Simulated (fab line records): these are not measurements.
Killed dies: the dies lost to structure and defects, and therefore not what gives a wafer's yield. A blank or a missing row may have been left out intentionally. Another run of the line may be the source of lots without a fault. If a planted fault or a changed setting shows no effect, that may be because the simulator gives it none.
Which tool was responsible? || flow nand-harc || 12 lots with 36 wafers sampled at 5 steps, on a route of 1302 steps

WHAT THE GAUGES READ, wafer by wafer
NHARC_A_CHANNEL_HOLE_D2_INSPECT_40. Usual: 317 for raw-defect-count, sd 110.
{"lot": "L559", "measured": "day 14 15:19", "on": "defect-inspect-01", "raw-defect-count": "340 473 738", "flag": ""}
{"lot": "L561", "measured": "day 15 16:52", "on": "defect-inspect-01", "raw-defect-count": "478 419 428", "flag": ""}
{"lot": "L560", "measured": "day 15 17:25", "on": "defect-inspect-02", "raw-defect-count": "186 286 364", "flag": ""}
{"lot": "L562", "measured": "day 16 01:46", "on": "defect-inspect-02", "raw-defect-count": "322 254 192", "flag": ""}
{"lot": "L570", "measured": "day 19 10:49", "on": "defect-inspect-02", "raw-defect-count": "147 176 210", "flag": ""}
{"lot": "L571", "measured": "day 19 11:56", "on": "defect-inspect-02", "raw-defect-count": "218 241 259", "flag": ""}
{"lot": "L572", "measured": "day 20 10:12", "on": "defect-inspect-02", "raw-defect-count": "294 425 430", "flag": ""}
{"lot": "L574", "measured": "day 20 23:44", "on": "defect-inspect-01", "raw-defect-count": "265 273 336", "flag": ""}
{"lot": "L575", "measured": "day 21 12:21", "on": "defect-inspect-02", "raw-defect-count": "326 364 261", "flag": ""}
{"lot": "L576", "measured": "day 21 19:43", "on": "defect-inspect-01", "raw-defect-count": "393 345 362", "flag": ""}
{"lot": "L578", "measured": "day 22 19:16", "on": "defect-inspect-02", "raw-defect-count": "346 536 467", "flag": ""}
{"lot": "L579", "measured": "day 23 10:29", "on": "defect-inspect-02", "raw-defect-count": "386 362 355", "flag": ""}

NHARC_END_SORT_01. Usual: killed-at-array 54, standard deviation 17; killed-at-other 0.7, standard deviation 1; killed-at-periphery 3.7, standard deviation 2.9; killed-dies 58, standard deviation 16; killed-open 3.2, standard deviation 1.9; killed-short 2.2, standard deviation 1.5.
{"lot": "L570", "measured": "day 30 12:35", "on": "prober-01", "killed-at-array": "670 671 672", "killed-at-other": "0 0 0", "killed-at-periphery": "7 6 5", "killed-dies": "677 677 677", "killed-open": "5 4 7", "killed-short": "3 6 2", "flag": "OFF"}
{"lot": "L571", "measured": "day 30 04:11", "on": "prober-02", "killed-at-array": "668 673 669", "killed-at-other": "1 1 0", "killed-at-periphery": "8 3 8", "killed-dies": "677 677 677", "killed-open": "2 5 3", "killed-short": "4 1 1", "flag": "OFF"}
{"lot": "L572", "measured": "day 31 07:34", "on": "prober-02", "killed-at-array": "674 676 674", "killed-at-other": "1 0 2", "killed-at-periphery": "2 1 1", "killed-dies": "677 677 677", "killed-open": "1 2 1", "killed-short": "2 5 4", "flag": "OFF"}

EACH LOT AND THE TOOL THAT RAN IT (in order: tool; ch and the chambers of the sampled wafers; start)
{"lot": "L559", "NHARC_A_CHANNEL_HOLE_D2_ETCH_23": "har-etch-02 ch 0,1, day 14 11:03", "NHARC_A_CHANNEL_HOLE_D2_STRIP_28": "rie-diel-03 ch 0,1,3, day 14 15:19 or earlier", "NHARC_A_CHANNEL_FILL_D2_CVD_18": "lpcvd-poly-02 ch 0, day 15 13:31"}
{"lot": "L561", "NHARC_A_CHANNEL_HOLE_D2_ETCH_23": "har-etch-02 ch 0,1, day 15 12:55", "NHARC_A_CHANNEL_HOLE_D2_STRIP_28": "rie-diel-03 ch 2,3, day 15 16:52 or earlier", "NHARC_A_CHANNEL_FILL_D2_CVD_18": "lpcvd-poly-04 ch 0, day 16 14:59"}
{"lot": "L560", "NHARC_A_CHANNEL_HOLE_D2_ETCH_23": "har-etch-01 ch 0,1, day 15 13:11", "NHARC_A_CHANNEL_HOLE_D2_STRIP_28": "rie-diel-01 ch 1,3, day 15 17:25 or earlier", "NHARC_A_CHANNEL_FILL_D2_CVD_18": "lpcvd-poly-04 ch 0, day 16 14:59"}
{"lot": "L562", "NHARC_A_CHANNEL_HOLE_D2_ETCH_23": "har-etch-01 ch 0,1, day 15 21:28", "NHARC_A_CHANNEL_HOLE_D2_STRIP_28": "rie-diel-01 ch 0,1, day 16 01:46 or earlier", "NHARC_A_CHANNEL_FILL_D2_CVD_18": "lpcvd-poly-01 ch 0, day 17 00:40"}
{"lot": "L570", "NHARC_A_CHANNEL_HOLE_D2_ETCH_23": "har-etch-01 ch 0,1, day 19 06:48", "NHARC_A_CHANNEL_HOLE_D2_STRIP_28": "rie-diel-03 ch 0,1,2, day 19 10:49 or earlier", "NHARC_A_CHANNEL_FILL_D2_CVD_18": "lpcvd-poly-04, day 20 08:55"}
{"lot": "L571", "NHARC_A_CHANNEL_HOLE_D2_ETCH_23": "har-etch-02 ch 0,1, day 19 07:53", "NHARC_A_CHANNEL_HOLE_D2_STRIP_28": "rie-diel-08 ch 2,3, day 19 11:56 or earlier", "NHARC_A_CHANNEL_FILL_D2_CVD_18": "lpcvd-poly-04, day 20 08:55"}
{"lot": "L572", "NHARC_A_CHANNEL_HOLE_D2_ETCH_23": "har-etch-02 ch 0,1, day 20 06:02", "NHARC_A_CHANNEL_HOLE_D2_STRIP_28": "rie-diel-01 ch 0,2,3, day 20 10:12 or earlier", "NHARC_A_CHANNEL_FILL_D2_CVD_18": "lpcvd-poly-04, day 21 07:13"}
{"lot": "L574", "NHARC_A_CHANNEL_HOLE_D2_ETCH_23": "har-etch-01 ch 0,1, day 20 19:41", "NHARC_A_CHANNEL_HOLE_D2_STRIP_28": "rie-diel-03 ch 0,1, day 20 23:44 or earlier", "NHARC_A_CHANNEL_FILL_D2_CVD_18": "lpcvd-poly-02 ch 0, day 22 01:28"}
{"lot": "L575", "NHARC_A_CHANNEL_HOLE_D2_ETCH_23": "har-etch-02 ch 0, day 21 08:05", "NHARC_A_CHANNEL_HOLE_D2_STRIP_28": "rie-diel-01 ch 0,2,3, day 21 12:21 or earlier", "NHARC_A_CHANNEL_FILL_D2_CVD_18": "lpcvd-poly-02 ch 0, day 22 12:00"}
{"lot": "L576", "NHARC_A_CHANNEL_HOLE_D2_ETCH_23": "har-etch-02 ch 0,1, day 21 15:28", "NHARC_A_CHANNEL_HOLE_D2_STRIP_28": "rie-diel-03 ch 0,1,2, day 21 19:43 or earlier", "NHARC_A_CHANNEL_FILL_D2_CVD_18": "lpcvd-poly-04 ch 0, day 22 21:06"}
{"lot": "L578", "NHARC_A_CHANNEL_HOLE_D2_ETCH_23": "har-etch-02 ch 0,1, day 22 14:50", "NHARC_A_CHANNEL_HOLE_D2_STRIP_28": "rie-diel-03 ch 0,1,2, day 22 19:16 or earlier", "NHARC_A_CHANNEL_FILL_D2_CVD_18": "lpcvd-poly-02 ch 0, day 23 17:33"}
{"lot": "L579", "NHARC_A_CHANNEL_HOLE_D2_ETCH_23": "har-etch-01 ch 1, day 23 06:02", "NHARC_A_CHANNEL_HOLE_D2_STRIP_28": "rie-diel-08 ch 0,2,3, day 23 10:29 or earlier", "NHARC_A_CHANNEL_FILL_D2_CVD_18": "lpcvd-poly-04 ch 0, day 24 08:24"}
- NHARC_A_CHANNEL_HOLE_D2_ETCH_23: etches the open film in C4F8/O2/Ar, time 819 s, target depth 1600 nm.
- NHARC_A_CHANNEL_HOLE_D2_STRIP_28: strips in O2.
- NHARC_A_CHANNEL_FILL_D2_CVD_18: deposits poly-Si, target thk 3 nm.

AS READ BY THE TOOLS THEMSELVES (means over the sampled wafers that have a number; for cases with no such wafer, the mark the record gives instead)
NHARC_A_CHANNEL_HOLE_D2_ETCH_23. Usual: chamber-pressure-mTorr 20.002 mTorr, standard deviation 0.018; drypump-motor-current-A 5.3 A, standard deviation 0.44; showerhead-plenum-p-Torr 3.68 Torr, standard deviation 0.16; temp-c -20.00 C, standard deviation 0.094; throttle-valve-pct 32.153 %, standard deviation 0.0093.
{"lot": "L559", "tool": "har-etch-02", "chamber-pressure-mTorr (mTorr)": 20.012, "drypump-motor-current-A (A)": 5.0, "showerhead-plenum-p-Torr (Torr)": 3.56, "temp-c (C)": -19.86, "throttle-valve-pct (%)": 32.152, "flag": ""}
{"lot": "L561", "tool": "har-etch-02", "chamber-pressure-mTorr (mTorr)": 19.995, "drypump-motor-current-A (A)": 5.2, "showerhead-plenum-p-Torr (Torr)": 3.53, "temp-c (C)": -20.04, "throttle-valve-pct (%)": 32.158, "flag": ""}
{"lot": "L560", "tool": "har-etch-01", "chamber-pressure-mTorr (mTorr)": 20.002, "drypump-motor-current-A (A)": 5.7, "showerhead-plenum-p-Torr (Torr)": 3.61, "temp-c (C)": -19.99, "throttle-valve-pct (%)": 32.152, "flag": ""}
{"lot": "L562", "tool": "har-etch-01", "chamber-pressure-mTorr (mTorr)": 20.010, "drypump-motor-current-A (A)": 5.7, "showerhead-plenum-p-Torr (Torr)": 3.61, "temp-c (C)": -19.98, "throttle-valve-pct (%)": 32.161, "flag": ""}
{"lot": "L570", "tool": "har-etch-01", "chamber-pressure-mTorr (mTorr)": 20.011, "drypump-motor-current-A (A)": 5.4, "showerhead-plenum-p-Torr (Torr)": 3.61, "temp-c (C)": -20.08, "throttle-valve-pct (%)": 32.138, "flag": ""}
{"lot": "L571", "tool": "har-etch-02", "chamber-pressure-mTorr (mTorr)": 20.012, "drypump-motor-current-A (A)": 5.0, "showerhead-plenum-p-Torr (Torr)": 3.92, "temp-c (C)": -19.91, "throttle-valve-pct (%)": 32.153, "flag": ""}
{"lot": "L572", "tool": "har-etch-02", "chamber-pressure-mTorr (mTorr)": 19.996, "drypump-motor-current-A (A)": 5.2, "showerhead-plenum-p-Torr (Torr)": 3.91, "temp-c (C)": -20.07, "throttle-valve-pct (%)": 32.152, "flag": ""}
{"lot": "L574", "tool": "har-etch-01", "chamber-pressure-mTorr (mTorr)": 19.999, "drypump-motor-current-A (A)": 5.7, "showerhead-plenum-p-Torr (Torr)": 3.57, "temp-c (C)": -19.99, "throttle-valve-pct (%)": 32.152, "flag": ""}
{"lot": "L575", "tool": "har-etch-02", "chamber-pressure-mTorr (mTorr)": 20.007, "drypump-motor-current-A (A)": 4.8, "showerhead-plenum-p-Torr (Torr)": 3.90, "temp-c (C)": -20.14, "throttle-valve-pct (%)": 32.147, "flag": ""}
{"lot": "L576", "tool": "har-etch-02", "chamber-pressure-mTorr (mTorr)": 19.996, "drypump-motor-current-A (A)": 5.2, "showerhead-plenum-p-Torr (Torr)": 3.90, "temp-c (C)": -20.04, "throttle-valve-pct (%)": 32.154, "flag": ""}
{"lot": "L578", "tool": "har-etch-02", "chamber-pressure-mTorr (mTorr)": 19.986, "drypump-motor-current-A (A)": 5.2, "showerhead-plenum-p-Torr (Torr)": 3.90, "temp-c (C)": -19.97, "throttle-valve-pct (%)": 32.154, "flag": ""}
{"lot": "L579", "tool": "har-etch-01", "chamber-pressure-mTorr (mTorr)": 19.991, "drypump-motor-current-A (A)": 5.1, "showerhead-plenum-p-Torr (Torr)": 3.62, "temp-c (C)": -19.96, "throttle-valve-pct (%)": 32.150, "flag": ""}

NHARC_A_CHANNEL_HOLE_D2_STRIP_28. Usual: chamber-pressure-mTorr 60.00 mTorr, standard deviation 0.051; drypump-motor-current-A 5.7 A, standard deviation 0.46; oes-product-au 1.006 a.u., standard deviation 0.015; rf-vpp-V 58.0 V, standard deviation 0.85; showerhead-plenum-p-Torr 3.59 Torr, standard deviation 0.091; throttle-valve-pct 17.035 %, standard deviation 0.0087.
{"lot": "L559", "tool": "rie-diel-03", "chamber-pressure-mTorr (mTorr)": 60.02, "drypump-motor-current-A (A)": 5.6, "oes-product-au (a.u.)": 1.008, "rf-vpp-V (V)": 57.9, "showerhead-plenum-p-Torr (Torr)": 3.57, "throttle-valve-pct (%)": 17.034, "flag": ""}
{"lot": "L561", "tool": "rie-diel-03", "chamber-pressure-mTorr (mTorr)": 59.99, "drypump-motor-current-A (A)": 5.5, "oes-product-au (a.u.)": 1.005, "rf-vpp-V (V)": 57.8, "showerhead-plenum-p-Torr (Torr)": 3.62, "throttle-valve-pct (%)": 17.022, "flag": ""}
{"lot": "L560", "tool": "rie-diel-01", "chamber-pressure-mTorr (mTorr)": 59.99, "drypump-motor-current-A (A)": 6.0, "oes-product-au (a.u.)": 1.009, "rf-vpp-V (V)": 58.1, "showerhead-plenum-p-Torr (Torr)": 3.62, "throttle-valve-pct (%)": 17.033, "flag": ""}
{"lot": "L562", "tool": "rie-diel-01", "chamber-pressure-mTorr (mTorr)": 59.99, "drypump-motor-current-A (A)": 6.2, "oes-product-au (a.u.)": 1.019, "rf-vpp-V (V)": 57.5, "showerhead-plenum-p-Torr (Torr)": 3.66, "throttle-valve-pct (%)": 17.038, "flag": ""}
{"lot": "L570", "tool": "rie-diel-03", "chamber-pressure-mTorr (mTorr)": 60.03, "drypump-motor-current-A (A)": 5.9, "oes-product-au (a.u.)": 1.005, "rf-vpp-V (V)": 57.6, "showerhead-plenum-p-Torr (Torr)": 3.50, "throttle-valve-pct (%)": 17.033, "flag": ""}
{"lot": "L571", "tool": "rie-diel-08", "chamber-pressure-mTorr (mTorr)": 60.00, "drypump-motor-current-A (A)": 5.3, "oes-product-au (a.u.)": 1.026, "rf-vpp-V (V)": 57.8, "showerhead-plenum-p-Torr (Torr)": 3.68, "throttle-valve-pct (%)": 17.027, "flag": ""}
{"lot": "L572", "tool": "rie-diel-01", "chamber-pressure-mTorr (mTorr)": 60.01, "drypump-motor-current-A (A)": 5.7, "oes-product-au (a.u.)": 1.012, "rf-vpp-V (V)": 57.3, "showerhead-plenum-p-Torr (Torr)": 3.64, "throttle-valve-pct (%)": 17.030, "flag": ""}
{"lot": "L574", "tool": "rie-diel-03", "chamber-pressure-mTorr (mTorr)": 59.99, "drypump-motor-current-A (A)": 5.7, "oes-product-au (a.u.)": 0.991, "rf-vpp-V (V)": 57.6, "showerhead-plenum-p-Torr (Torr)": 3.53, "throttle-valve-pct (%)": 17.033, "flag": ""}
{"lot": "L575", "tool": "rie-diel-01", "chamber-pressure-mTorr (mTorr)": 59.97, "drypump-motor-current-A (A)": 5.7, "oes-product-au (a.u.)": 1.005, "rf-vpp-V (V)": 57.9, "showerhead-plenum-p-Torr (Torr)": 3.64, "throttle-valve-pct (%)": 17.043, "flag": ""}
{"lot": "L576", "tool": "rie-diel-03", "chamber-pressure-mTorr (mTorr)": 59.95, "drypump-motor-current-A (A)": 5.9, "oes-product-au (a.u.)": 0.993, "rf-vpp-V (V)": 58.0, "showerhead-plenum-p-Torr (Torr)": 3.49, "throttle-valve-pct (%)": 17.033, "flag": ""}
{"lot": "L578", "tool": "rie-diel-03", "chamber-pressure-mTorr (mTorr)": 59.98, "drypump-motor-current-A (A)": 5.9, "oes-product-au (a.u.)": 0.992, "rf-vpp-V (V)": 58.5, "showerhead-plenum-p-Torr (Torr)": 3.49, "throttle-valve-pct (%)": 17.029, "flag": ""}
{"lot": "L579", "tool": "rie-diel-08", "chamber-pressure-mTorr (mTorr)": 60.01, "drypump-motor-current-A (A)": 5.2, "oes-product-au (a.u.)": 1.009, "rf-vpp-V (V)": 58.5, "showerhead-plenum-p-Torr (Torr)": 3.63, "throttle-valve-pct (%)": 17.036, "flag": ""}

NHARC_A_CHANNEL_FILL_D2_CVD_18. Usual: spike-tc-bottom-C 571.3 C, standard deviation 1.4; spike-tc-centre-C 551.5 C, standard deviation 1.3; spike-tc-upper-C 549.3 C, standard deviation 1.4; zone-power-centre-pct 7.7 %, standard deviation 1.3.
{"lot": "L559", "tool": "lpcvd-poly-02", "spike-tc-bottom-C (C)": 571.1, "spike-tc-centre-C (C)": 551.8, "spike-tc-upper-C (C)": 547.4, "zone-power-centre-pct (%)": 8.0, "flag": ""}
{"lot": "L561", "tool": "lpcvd-poly-04", "spike-tc-bottom-C (C)": 573.5, "spike-tc-centre-C (C)": 552.7, "spike-tc-upper-C (C)": 549.6, "zone-power-centre-pct (%)": 6.1, "flag": ""}
{"lot": "L560", "tool": "lpcvd-poly-04", "spike-tc-bottom-C (C)": 572.4, "spike-tc-centre-C (C)": 552.1, "spike-tc-upper-C (C)": 549.9, "zone-power-centre-pct (%)": 6.1, "flag": ""}
{"lot": "L562", "tool": "lpcvd-poly-01", "spike-tc-bottom-C (C)": 570.6, "spike-tc-centre-C (C)": 549.6, "spike-tc-upper-C (C)": 551.0, "zone-power-centre-pct (%)": 9.4, "flag": ""}
{"lot": "L570", "tool": "lpcvd-poly-04", "spike-tc-bottom-C (C)": "-", "spike-tc-centre-C (C)": "-", "spike-tc-upper-C (C)": "-", "zone-power-centre-pct (%)": "-", "flag": "OFF"}
{"lot": "L571", "tool": "lpcvd-poly-04", "spike-tc-bottom-C (C)": "-", "spike-tc-centre-C (C)": "-", "spike-tc-upper-C (C)": "-", "zone-power-centre-pct (%)": "-", "flag": "OFF"}
{"lot": "L572", "tool": "lpcvd-poly-04", "spike-tc-bottom-C (C)": "-", "spike-tc-centre-C (C)": "-", "spike-tc-upper-C (C)": "-", "zone-power-centre-pct (%)": "-", "flag": "OFF"}
{"lot": "L574", "tool": "lpcvd-poly-02", "spike-tc-bottom-C (C)": 571.3, "spike-tc-centre-C (C)": 550.5, "spike-tc-upper-C (C)": 549.7, "zone-power-centre-pct (%)": 7.9, "flag": ""}
{"lot": "L575", "tool": "lpcvd-poly-02", "spike-tc-bottom-C (C)": 570.3, "spike-tc-centre-C (C)": 551.0, "spike-tc-upper-C (C)": 548.7, "zone-power-centre-pct (%)": 7.9, "flag": ""}
{"lot": "L576", "tool": "lpcvd-poly-04", "spike-tc-bottom-C (C)": 572.3, "spike-tc-centre-C (C)": 552.7, "spike-tc-upper-C (C)": 548.9, "zone-power-centre-pct (%)": 6.1, "flag": ""}
{"lot": "L578", "tool": "lpcvd-poly-02", "spike-tc-bottom-C (C)": 570.3, "spike-tc-centre-C (C)": 550.9, "spike-tc-upper-C (C)": 548.4, "zone-power-centre-pct (%)": 8.1, "flag": ""}
{"lot": "L579", "tool": "lpcvd-poly-04", "spike-tc-bottom-C (C)": 571.9, "spike-tc-centre-C (C)": 553.3, "spike-tc-upper-C (C)": 549.6, "zone-power-centre-pct (%)": 6.1, "flag": ""}

THE ANSWER, worked out from the rows above alone
Rule: a lot is off if the mean of its wafers that have a number lies more than 3 standard deviations from the usual mean. Also off: a lot with no number at a reading for which 4 or more lots have one. All remaining lots with rows at the step are treated as sound. First the gauges in route order, then the tools' own readings, where a lot's mean is used as printed above. At the first step where some lot is off, the reading lying furthest off is the one used; lots without a number count as furthest.
Off: L570, L571, L572 (NHARC_END_SORT_01, killed-dies). Neither off nor sound, because the step has no rows for them: L559, L561, L560, L562, L574, L575, L576, L578, L579.
If a tool, at a process step before that reading, ran all the lots that are off and no sound lot after the first of them, it fits. Not tried: the gauges at NHARC_END_SORT_01; whatever is off there is also off at NHARC_A_CHANNEL_FILL_D2_CVD_18, on other tools, and gauge error can't account for it. With no start given for some of its lots, NHARC_A_CHANNEL_HOLE_D2_STRIP_28 uses the hours and lot order of NHARC_A_CHANNEL_HOLE_D2_INSPECT_40. One fits: NHARC_A_CHANNEL_FILL_D2_CVD_18 on lpcvd-poly-04. It ran no sound lot before its first lot that is off in this sample, so the start can't be narrowed down.

WHAT HAD BEEN PUT IN BY THE SIMULATOR
Beginning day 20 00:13, the whole step at NHARC_A_CHANNEL_FILL_D2_CVD_18 was skipped on lpcvd-poly-04. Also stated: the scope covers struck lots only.
Struck lots among those shown: L570, L571, L572. The same result came from the rule above.
